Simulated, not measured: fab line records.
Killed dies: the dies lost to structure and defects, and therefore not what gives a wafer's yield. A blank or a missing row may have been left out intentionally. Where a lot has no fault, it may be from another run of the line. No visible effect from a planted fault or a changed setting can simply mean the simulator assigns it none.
Which tool is to blame? | flow nand_harc | Sampling: 12 lots, 36 wafers, 4 of 1302 route steps

## WHAT THE GAUGES SHOWED, per wafer
NHARC_P_CONTACT_CD_MEAS_19. Usual: cd_nm 90.5 nm, standard deviation 2.3.
lot  | measured     | on        | cd_nm (nm)     | flag
L988 | day 5 16:14  | cd_sem-02 | 87.5 89.2 87.1 |
L989 | day 6 14:15  | cd_sem-03 | 89.7 88.9 86.5 |
L990 | day 6 22:11  | cd_sem-01 | 90.8 88.5 91.4 |
L992 | day 7 17:19  | cd_sem-03 | 93.6 90.6 88.8 |
L995 | day 8 18:52  | cd_sem-01 | 91.3 85.9 86.7 |
L998 | day 10 05:20 | cd_sem-02 | 90.0 92.2 92.3 |
L103 | day 12 06:55 | cd_sem-03 | 92.7 87.9 94.4 |
L105 | day 13 07:01 | cd_sem-02 | 93.6 90.5 92.7 |
L106 | day 13 07:02 | cd_sem-01 | 88.7 86.5 94.5 |
L107 | day 14 00:56 | cd_sem-03 | 91.0 90.6 91.3 |
L109 | day 14 11:44 | cd_sem-02 | 87.8 88.5 90.1 |
L110 | day 14 21:46 | cd_sem-02 | 90.4 88.4 90.3 |

NHARC_P_M0_CD_MEAS_09: target cd 90 nm. Usual: cd_nm 90.4 nm, standard deviation 0.77.
lot  | measured     | on        | cd_nm (nm)        | flag
L988 | day 5 19:20  | cd_sem-02 | 89.6 91.7 91.2    |
L989 | day 6 17:22  | cd_sem-02 | 91.1 90.0 90.3    |
L990 | day 7 01:20  | cd_sem-02 | 91.6 92.2 91.3    |
L992 | day 7 20:28  | cd_sem-03 | 107.0 106.0 107.0 | OFF
L995 | day 8 22:55  | cd_sem-02 | 106.6 106.9 106.4 | OFF
L998 | day 10 08:26 | cd_sem-03 | 90.6 89.8 89.8    |
L103 | day 12 10:26 | cd_sem-02 | 90.5 90.0 90.3    |
L105 | day 13 10:00 | cd_sem-02 | 89.7 89.6 91.2    |
L106 | day 13 10:41 | cd_sem-02 | 90.6 89.7 90.1    |
L107 | day 14 04:05 | cd_sem-03 | 90.1 89.6 90.5    |
L109 | day 14 14:50 | cd_sem-03 | 90.3 90.0 89.1    |
L110 | day 15 00:54 | cd_sem-01 | 90.9 90.5 90.2    |

## WHAT TOOL EACH LOT RAN ON (gives the tool, then ch and the chambers of the sampled wafers, and finally the start)
lot  | NHARC_P_CONTACT_PVD_32                  | NHARC_P_M0_PEB_07
L988 | pvd_sputter-03, day 5 19:16 or earlier  | litho_track-06 ch 0, day 5 19:16
L989 | pvd_sputter-02, day 6 17:17 or earlier  | litho_track-04 ch 0, day 6 17:17
L990 | pvd_sputter-02, day 7 01:15 or earlier  | litho_track-01 ch 0, day 7 01:15
L992 | pvd_sputter-03, day 7 20:23 or earlier  | litho_track-01 ch 0, day 7 20:23
L995 | pvd_sputter-01, day 8 22:50 or earlier  | litho_track-01 ch 0, day 8 22:50
L998 | pvd_sputter-03, day 10 08:21 or earlier | litho_track-06 ch 0, day 10 08:21
L103 | pvd_sputter-03, day 12 10:21 or earlier | litho_track-06 ch 0, day 12 10:21
L105 | pvd_sputter-01, day 13 09:55 or earlier | litho_track-06 ch 0, day 13 09:55
L106 | pvd_sputter-03, day 13 10:36 or earlier | litho_track-04 ch 0, day 13 10:36
L107 | pvd_sputter-03, day 14 04:01 or earlier | litho_track-06 ch 0, day 14 04:01
L109 | pvd_sputter-01, day 14 14:45 or earlier | litho_track-04 ch 0, day 14 14:45
L110 | pvd_sputter-03, day 15 00:49 or earlier | litho_track-06 ch 0, day 15 00:49
- NHARC_P_CONTACT_PVD_32: deposits Ti, target thk 5 nm, time 17.7 s.
- NHARC_P_M0_PEB_07: peb time 65 s.

## AS READ BY THE TOOLS THEMSELVES (means over the sampled wafers that have a number; for cases with no such wafer, the mark the record gives instead)
NHARC_P_CONTACT_PVD_32. Usual: throttle_valve_pct 30.0 %, standard deviation 0.91.
lot  | tool           | throttle_valve_pct (%) | flag
L988 | pvd_sputter-03 | 29.8                   |
L989 | pvd_sputter-02 | 31.0                   |
L990 | pvd_sputter-02 | 31.0                   |
L992 | pvd_sputter-03 | 29.7                   |
L995 | pvd_sputter-01 | 29.8                   |
L998 | pvd_sputter-03 | 29.1                   |
L103 | pvd_sputter-03 | 29.4                   |
L105 | pvd_sputter-01 | 30.1                   |
L106 | pvd_sputter-03 | 29.0                   |
L107 | pvd_sputter-03 | 30.0                   |
L109 | pvd_sputter-01 | 30.6                   |
L110 | pvd_sputter-03 | 29.6                   |

NHARC_P_M0_PEB_07. Usual: heater_power_total_W 156.6 W, standard deviation 0.43; plate_temp_C 100.02 C, standard deviation 0.13.
lot  | tool           | heater_power_total_W (W) | plate_temp_C (C) | flag
L988 | litho_track-06 | 156.2                    | 99.88            |
L989 | litho_track-04 | 156.6                    | 99.93            |
L990 | litho_track-01 | 156.8                    | 99.91            |
L992 | litho_track-01 | 167.6                    | 105.17           | OFF
L995 | litho_track-01 | 167.8                    | 105.14           | OFF
L998 | litho_track-06 | 157.0                    | 100.19           |
L103 | litho_track-06 | 156.9                    | 100.15           |
L105 | litho_track-06 | 156.8                    | 99.92            |
L106 | litho_track-04 | 156.4                    | 99.96            |
L107 | litho_track-06 | 156.5                    | 100.06           |
L109 | litho_track-04 | 156.3                    | 100.02           |
L110 | litho_track-06 | 157.1                    | 100.21           |

## THE ANSWER, worked out from the rows above alone
Rule: take the mean of a lot's wafers that have a number; if it is more than 3 standard deviations from the usual mean, the lot is off. Also off: a lot with no number at a reading for which 4 or more lots have one. Where the step has rows for the other lots, those lots are counted as sound. After the gauges, taken in route order, come the tools' own readings; for these a lot's mean is taken, as printed above. At the first step where some lot is off, the reading lying furthest off is the one used; lots without a number count as furthest.
Off at NHARC_P_M0_CD_MEAS_09 (cd_nm): L992, L995.
A tool fits if, at a process step before that reading, it ran every lot that is off, and no sound lot after the first of them. The gauges at NHARC_P_M0_CD_MEAS_09 aren't tried: what is off there is off at NHARC_P_M0_PEB_07 too, on other tools, and a gauge's error can't cause that. Because NHARC_P_CONTACT_PVD_32 lacks a start for some lots, the hours and order of its lots are taken from NHARC_P_M0_PEB_07. One fits: litho_track-01 at NHARC_P_M0_PEB_07. A fault onset in the window from L990 (day 7 01:15, its last sound lot) to L992 (day 7 20:23, its first lot off) fits.
The tool's own readings at NHARC_P_M0_PEB_07 bear it out: on the lots that are off they differ by more than 5 times the standard deviation of the sound lots' means. heater_power_total_W reads 167.7 W there against 156.7 W on the sound lots; plate_temp_C reads 105.16 C there against 100.02 C on the sound lots.

## WHAT WAS PUT IN BY THE SIMULATOR
Process parameters drifting: litho_track-01 at NHARC_P_M0_PEB_07, beginning at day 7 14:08. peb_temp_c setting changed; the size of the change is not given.
Struck lots among those shown: L992, L995. Same finding as the rule above.
